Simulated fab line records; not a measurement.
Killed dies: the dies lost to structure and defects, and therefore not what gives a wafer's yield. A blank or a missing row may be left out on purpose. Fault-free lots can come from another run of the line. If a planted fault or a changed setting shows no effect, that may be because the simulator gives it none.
Which tool was responsible? :: flow n5-finfet :: 28 wafers from 10 lots sampled at 5 of the route's 1938 steps

== WHAT EACH GAUGE READ, for each wafer ==
N5_BEOL_M3_INSPECT_59: inspects for defects (darkfield).
lot: L881
measured: day 7 22:22
on: defect-inspect-01
raw-defect-count: 37 57

lot: L882
measured: day 8 00:36
on: defect-inspect-01
raw-defect-count: 49 58 47

lot: L884
measured: day 8 14:30
on: defect-inspect-01
raw-defect-count: 66 85

lot: L883
measured: day 8 14:38
on: defect-inspect-01
raw-defect-count: 38 91 49

lot: L885
measured: day 8 18:31
on: defect-inspect-02
raw-defect-count: 98 71 58

lot: L888
measured: day 9 22:53
on: defect-inspect-02
raw-defect-count: 52 66 58

lot: L889
measured: day 10 05:34
on: defect-inspect-01
raw-defect-count: 35 51 24

lot: L893
measured: day 11 01:13
on: defect-inspect-02
raw-defect-count: 856 909 915

lot: L894
measured: day 11 08:44
on: defect-inspect-01
raw-defect-count: 972 933 1028

lot: L897
measured: day 12 01:22
on: defect-inspect-02
raw-defect-count: 49 90 74

== WHAT TOOL EACH LOT RAN ON (gives the tool, then ch and the chambers of the sampled wafers, and finally the start) ==
lot: L881
N5_BEOL_M3_ANNEAL_89: pvd-sputter-03, day 7 20:29
N5_BEOL_M3_ANNEAL_91: pvd-sputter-03, day 7 20:42
N5_BEOL_M3_CMP_52: cmp-03 ch 0,3, day 7 21:51
N5_BEOL_M3_CO_CAP_55: cvd-co-02 ch 0,1, day 7 22:09

lot: L882
N5_BEOL_M3_ANNEAL_89: pvd-sputter-03, day 7 22:43
N5_BEOL_M3_ANNEAL_91: pvd-sputter-03, day 7 22:56
N5_BEOL_M3_CMP_52: cmp-02 ch 0,1,3, day 8 00:01
N5_BEOL_M3_CO_CAP_55: cvd-co-02 ch 0,1, day 8 00:23

lot: L884
N5_BEOL_M3_ANNEAL_89: pvd-sputter-02, day 8 12:29
N5_BEOL_M3_ANNEAL_91: pvd-sputter-02, day 8 12:42
N5_BEOL_M3_CMP_52: cmp-04 ch 0,2, day 8 13:51
N5_BEOL_M3_CO_CAP_55: cvd-co-01 ch 2, day 8 14:17

lot: L883
N5_BEOL_M3_ANNEAL_89: pvd-sputter-01, day 8 12:35
N5_BEOL_M3_ANNEAL_91: pvd-sputter-01, day 8 12:48
N5_BEOL_M3_CMP_52: cmp-02 ch 1,2, day 8 13:52
N5_BEOL_M3_CO_CAP_55: cvd-co-01 ch 0,1,2, day 8 14:26

lot: L885
N5_BEOL_M3_ANNEAL_89: pvd-sputter-01, day 8 16:32
N5_BEOL_M3_ANNEAL_91: pvd-sputter-01, day 8 16:46
N5_BEOL_M3_CMP_52: cmp-03 ch 0,3, day 8 17:56
N5_BEOL_M3_CO_CAP_55: cvd-co-01 ch 1,2, day 8 18:18

lot: L888
N5_BEOL_M3_ANNEAL_89: pvd-sputter-03, day 9 20:58
N5_BEOL_M3_ANNEAL_91: pvd-sputter-03, day 9 21:11
N5_BEOL_M3_CMP_52: cmp-02 ch 0,2,3, day 9 22:19
N5_BEOL_M3_CO_CAP_55: cvd-co-02 ch 0,1,2, day 9 22:41

lot: L889
N5_BEOL_M3_ANNEAL_89: pvd-sputter-01, day 10 03:25
N5_BEOL_M3_ANNEAL_91: pvd-sputter-01, day 10 03:38
N5_BEOL_M3_CMP_52: cmp-04 ch 0,1,3, day 10 05:01
N5_BEOL_M3_CO_CAP_55: cvd-co-02 ch 0,1, day 10 05:22

lot: L893
N5_BEOL_M3_ANNEAL_89: pvd-sputter-02, day 10 23:20
N5_BEOL_M3_ANNEAL_91: pvd-sputter-02, day 10 23:34
N5_BEOL_M3_CMP_52: cmp-04 ch 0,1,3, day 11 00:44
N5_BEOL_M3_CO_CAP_55: cvd-co-02 ch 0,1,2, day 11 01:02

lot: L894
N5_BEOL_M3_ANNEAL_89: pvd-sputter-01, day 11 06:50
N5_BEOL_M3_ANNEAL_91: pvd-sputter-01, day 11 07:03
N5_BEOL_M3_CMP_52: cmp-03 ch 0,1,2, day 11 08:14
N5_BEOL_M3_CO_CAP_55: cvd-co-02 ch 0,1,2, day 11 08:30

lot: L897
N5_BEOL_M3_ANNEAL_89: pvd-sputter-03, day 11 23:30
N5_BEOL_M3_ANNEAL_91: pvd-sputter-03, day 11 23:43
N5_BEOL_M3_CMP_52: cmp-03 ch 0,1,2, day 12 00:50
N5_BEOL_M3_CO_CAP_55: cvd-co-01 ch 0,1, day 12 01:10
- N5_BEOL_M3_ANNEAL_89: time 240 s.
- N5_BEOL_M3_ANNEAL_91: time 240 s.
- N5_BEOL_M3_CMP_52: polishes, stops on SiOC, t overpolish 6.8 s, target thk 40 nm.
- N5_BEOL_M3_CO_CAP_55: material Co, precursor CCTBA/H2, target thk 2 nm, time 102.1 s.

== THE ANSWER, worked out from the rows above alone ==
Rule: usual is defined by the lots themselves. The widest of any qualifying gaps counts: lots, ordered by their means at a reading, are off when they make up no more than a third of the lots, leave a main group of 4 or more, and stand apart from it by 3 or more times the standard deviation of that group's means. A main group is skipped when, at the precision printed for the reading in the tables above, its means are all equal. A lot without any number at a reading at which 4 lots or more have one is off too. Any other lot the step has rows for is counted as sound.
Off: L893, L894, at N5_BEOL_M3_INSPECT_59 (raw-defect-count). The main group has a mean of 59 with a standard deviation of 13.
A tool fits if, at a process step before that reading, it ran every lot that is off, and no sound lot after the first of them. Gauges at N5_BEOL_M3_INSPECT_59: tried the same way as those tools. One fits: cvd-co-02 at N5_BEOL_M3_CO_CAP_55. A fault onset in the window from L889 (day 10 05:22, its last sound lot) to L893 (day 11 01:02, its first lot off) fits.

== WHAT WAS PUT IN BY THE SIMULATOR ==
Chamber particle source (cvd-co-02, N5_BEOL_M3_CO_CAP_55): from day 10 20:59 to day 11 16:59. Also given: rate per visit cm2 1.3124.
Shown lots that were struck: L893, L894. This agrees with what the rule above found.
